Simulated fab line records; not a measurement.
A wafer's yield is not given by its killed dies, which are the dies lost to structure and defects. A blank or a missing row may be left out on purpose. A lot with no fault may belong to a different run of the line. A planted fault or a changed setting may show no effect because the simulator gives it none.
Which tool is to blame?	flow n5Finfet	10 lots with 29 wafers sampled at 5 steps, on a route of 1938 steps

## WHAT EACH GAUGE READ, for each wafer
The record lacks any reading of a measuring or inspecting step that a usual standard deviation could be used to judge.

## WHAT TOOL EACH LOT RAN ON (gives the tool, then ch and the chambers of the sampled wafers, and finally the start)
lot	N5_GATE_CUT_STRIP_59	N5_PASSIVATION_DESCUM_32	N5_PASSIVATION_AL_ETCH_33	N5_PASSIVATION_DESCUM_46	N5_PASSIVATION_PROBE_49
L676	rieDiel-02 ch 1,2, day 4 09:59	rieDiel-01 ch 1,3, day 12 18:47	rieMetal-03 ch 0,1, day 12 19:01	rieDiel-01 ch 1,3, day 12 20:49	-
L678	rieDiel-04 ch 1,3, day 4 18:00	rieDiel-01 ch 1,2,3, day 13 06:23	rieMetal-01 ch 0,1, day 13 06:28	rieDiel-05 ch 1,3, day 13 08:17	-
L679	rieDiel-04 ch 2,3, day 5 04:38	rieDiel-06 ch 0,3, day 13 22:16	rieMetal-01 ch 0,1, day 13 22:40	rieDiel-01 ch 1,2, day 14 00:09	-
L683	rieDiel-03 ch 0,3, day 6 08:13	rieDiel-01 ch 1,2, day 13 18:49	rieMetal-03 ch 0,1, day 13 18:54	rieDiel-05 ch 2,3, day 13 20:41	-
L686	rieDiel-04 ch 0,1, day 6 21:43	rieDiel-06 ch 1,2, day 15 06:32	rieMetal-02 ch 0,1, day 15 06:37	rieDiel-06 ch 1,2, day 15 08:55	prober-02, day 15 12:02
L687	rieDiel-04 ch 0,1,2, day 7 04:46	rieDiel-01 ch 0,3, day 15 15:50	rieMetal-02 ch 0,1, day 15 15:56	rieDiel-01 ch 0,2, day 15 17:44	-
L689	rieDiel-02 ch 0,2, day 7 13:16	rieDiel-05 ch 0,1, day 16 01:07	rieMetal-02 ch 0,1, day 16 01:12	rieDiel-05 ch 0,3, day 16 02:53	-
L690	rieDiel-04 ch 0,2,3, day 7 21:05	rieDiel-01 ch 0,2,3, day 15 14:51	rieMetal-03 ch 1, day 15 14:56	rieDiel-05 ch 0,1,3, day 15 17:16	-
L698	rieDiel-02 ch 2,3, day 10 02:05	rieDiel-01 ch 0,3, day 18 12:19	rieMetal-03 ch 0,1, day 18 12:25	rieDiel-05 ch 1,2, day 18 14:05	prober-01, day 18 17:08
L699	rieDiel-04 ch 0,3, day 10 05:43	rieDiel-05 ch 2,3, day 18 01:00	rieMetal-02 ch 0,1, day 18 01:05	rieDiel-01 ch 1,2, day 18 02:50	-
- N5_GATE_CUT_STRIP_59: strips in N2/H2, time 20 s.
- N5_PASSIVATION_DESCUM_32: chemistry O2, time 7.9 s.
- N5_PASSIVATION_AL_ETCH_33: etches Al in Cl2/BCl3, stops on TaN, target depth 2800 nm, time 466.7 s.
- N5_PASSIVATION_DESCUM_46: chemistry O2, time 7.9 s.
- N5_PASSIVATION_PROBE_49

## AS READ BY THE TOOLS THEMSELVES (means over the sampled wafers that have a number; for cases with no such wafer, the mark the record gives instead)
N5_GATE_CUT_STRIP_59. Usual: drypumpMotorCurrentA 5.6 A, standard deviation 0.38; oesProductAu 0.76 a.u., standard deviation 0.079; rfVppV 45.3 V, standard deviation 0.8; showerheadPlenumPTorr 3.42 Torr, standard deviation 0.088; throttleValvePct 12.29 %, standard deviation 0.29.
lot	tool	drypumpMotorCurrentA (A)	oesProductAu (a.u.)	rfVppV (V)	showerheadPlenumPTorr (Torr)	throttleValvePct (%)	flag
L676	rieDiel-02	5.8	0.75	44.9	3.45	12.06	
L678	rieDiel-04	5.4	0.71	45.4	3.48	12.47	
L679	rieDiel-04	5.4	0.78	46.5	3.54	12.15	
L683	rieDiel-03	5.7	0.70	45.9	3.34	12.31	
L686	rieDiel-04	6.0	0.70	45.6	3.46	12.63	
L687	rieDiel-04	5.8	0.74	45.0	3.48	12.44	
L689	rieDiel-02	5.5	0.76	45.6	3.42	12.06	
L690	rieDiel-04	5.6	0.74	46.2	3.52	12.33	
L698	rieDiel-02	5.2	0.70	44.6	3.39	12.37	
L699	rieDiel-04	5.7	0.69	45.4	3.49	12.55	

N5_PASSIVATION_DESCUM_32. Usual: drypumpMotorCurrentA 5.5 A, standard deviation 0.41; oesProductAu 0.80 a.u., standard deviation 0.088; rfVppV 243.1 V, standard deviation 1.4; showerheadPlenumPTorr 2.08 Torr, standard deviation 0.065; throttleValvePct 20.33 %, standard deviation 0.26.
lot	tool	drypumpMotorCurrentA (A)	oesProductAu (a.u.)	rfVppV (V)	showerheadPlenumPTorr (Torr)	throttleValvePct (%)	flag
L676	rieDiel-01	6.4	0.67	244.1	2.10	20.42	
L678	rieDiel-01	6.0	0.71	242.7	2.08	20.38	
L679	rieDiel-06	5.5	0.72	243.2	2.09	20.63	
L683	rieDiel-01	5.6	0.76	243.4	2.06	20.35	
L686	rieDiel-06	5.7	0.85	241.2	2.04	20.43	
L687	rieDiel-01	6.1	0.93	244.7	2.14	20.07	
L689	rieDiel-05	5.4	0.85	242.8	2.08	20.18	
L690	rieDiel-01	5.7	0.88	243.8	2.12	20.13	
L698	rieDiel-01	6.1	0.89	243.2	2.13	20.12	
L699	rieDiel-05	5.1	0.91	243.2	2.08	20.10	

N5_PASSIVATION_AL_ETCH_33. Usual: drypumpMotorCurrentA 5.8 A, standard deviation 0.39; heBacksideLeakSccm 3.32 sccm, standard deviation 0.22; oesProductAu 0.71 a.u., standard deviation 0.041; throttleValvePct 34.13 %, standard deviation 0.28.
lot	tool	drypumpMotorCurrentA (A)	heBacksideLeakSccm (sccm)	oesProductAu (a.u.)	throttleValvePct (%)	flag
L676	rieMetal-03	6.0	3.14	0.71	34.24	
L678	rieMetal-01	6.0	3.42	0.68	34.06	
L679	rieMetal-01	5.8	3.50	0.69	34.16	
L683	rieMetal-03	6.2	3.29	0.72	34.05	
L686	rieMetal-02	5.2	3.33	0.77	33.88	
L687	rieMetal-02	5.2	3.29	0.77	33.88	
L689	rieMetal-02	5.2	3.35	0.76	33.90	
L690	rieMetal-03	5.8	3.28	0.68	34.43	
L698	rieMetal-03	6.2	3.25	0.70	34.02	
L699	rieMetal-02	5.2	3.30	0.76	33.89	

N5_PASSIVATION_DESCUM_46. Usual: drypumpMotorCurrentA 5.5 A, standard deviation 0.43; oesProductAu 0.80 a.u., standard deviation 0.089; rfVppV 243.1 V, standard deviation 1.4; showerheadPlenumPTorr 2.09 Torr, standard deviation 0.07; throttleValvePct 20.32 %, standard deviation 0.26.
lot	tool	drypumpMotorCurrentA (A)	oesProductAu (a.u.)	rfVppV (V)	showerheadPlenumPTorr (Torr)	throttleValvePct (%)	flag
L676	rieDiel-01	6.2	0.67	242.2	2.06	20.68	
L678	rieDiel-05	5.3	0.81	243.6	2.12	20.06	
L679	rieDiel-01	5.7	0.74	242.0	2.05	20.49	
L683	rieDiel-05	5.2	0.77	242.8	2.05	20.21	
L686	rieDiel-06	5.8	0.82	242.7	2.03	20.47	
L687	rieDiel-01	5.3	0.83	243.2	2.10	20.17	
L689	rieDiel-05	5.3	0.82	242.3	2.01	20.18	
L690	rieDiel-05	5.3	0.83	242.9	2.07	20.14	
L698	rieDiel-05	5.2	0.89	244.7	2.13	20.07	
L699	rieDiel-01	5.5	0.83	243.9	2.14	20.22	

N5_PASSIVATION_PROBE_49. Usual: defectLimitedYield 91.0 %, standard deviation 1.4; killed_at_M0_to_M3 36, standard deviation 9.6; killed_at_M4_up 14, standard deviation 6.1; killedAtContacts 13, standard deviation 6.6; killedAtFrontEnd 40, standard deviation 11; killedAtOther 3.2, standard deviation 2.9; killedDies 106, standard deviation 17; killedOpen 71, standard deviation 12; killedShort 33, standard deviation 7.3; sort_bin_4_leakage 0.02 %, standard deviation 0.11; sort_bin_5_function 5.3 %, standard deviation 1; sort_bin_6_memory 3.4 %, standard deviation 0.68; sortNPass 1073, standard deviation 19; sortYieldPct 91.0 %, standard deviation 1.6.
lot	tool	defectLimitedYield (%)	killed_at_M0_to_M3	killed_at_M4_up	killedAtContacts	killedAtFrontEnd	killedAtOther	killedDies	killedOpen	killedShort	sort_bin_4_leakage (%)	sort_bin_5_function (%)	sort_bin_6_memory (%)	sortNPass	sortYieldPct (%)	flag
L686	prober-02	91.4	27	14	24	33	2.3	101	69	31	0.00	4.9	3.4	1079	91.4	
L698	prober-01	89.7	32	8	14	65	2.0	122	65	25	0.00	6.1	3.3	1058	89.7	

## THE ANSWER, worked out from the rows above alone
Rule: a lot is off if the mean of its wafers that have a number lies more than 3 standard deviations from the usual mean. A lot without any number at a reading at which 4 lots or more have one is off too. Where the step has rows for the other lots, those lots are counted as sound. After the gauges, taken in route order, come the tools' own readings; for these a lot's mean is taken, as printed above. The first step at which some lot is off is used, and at that step the reading that is off furthest; a lot without a number counts as furthest.
No lot is off on any of the readings shown, so nothing can be concluded from this.

## WHAT HAD BEEN PUT IN BY THE SIMULATOR
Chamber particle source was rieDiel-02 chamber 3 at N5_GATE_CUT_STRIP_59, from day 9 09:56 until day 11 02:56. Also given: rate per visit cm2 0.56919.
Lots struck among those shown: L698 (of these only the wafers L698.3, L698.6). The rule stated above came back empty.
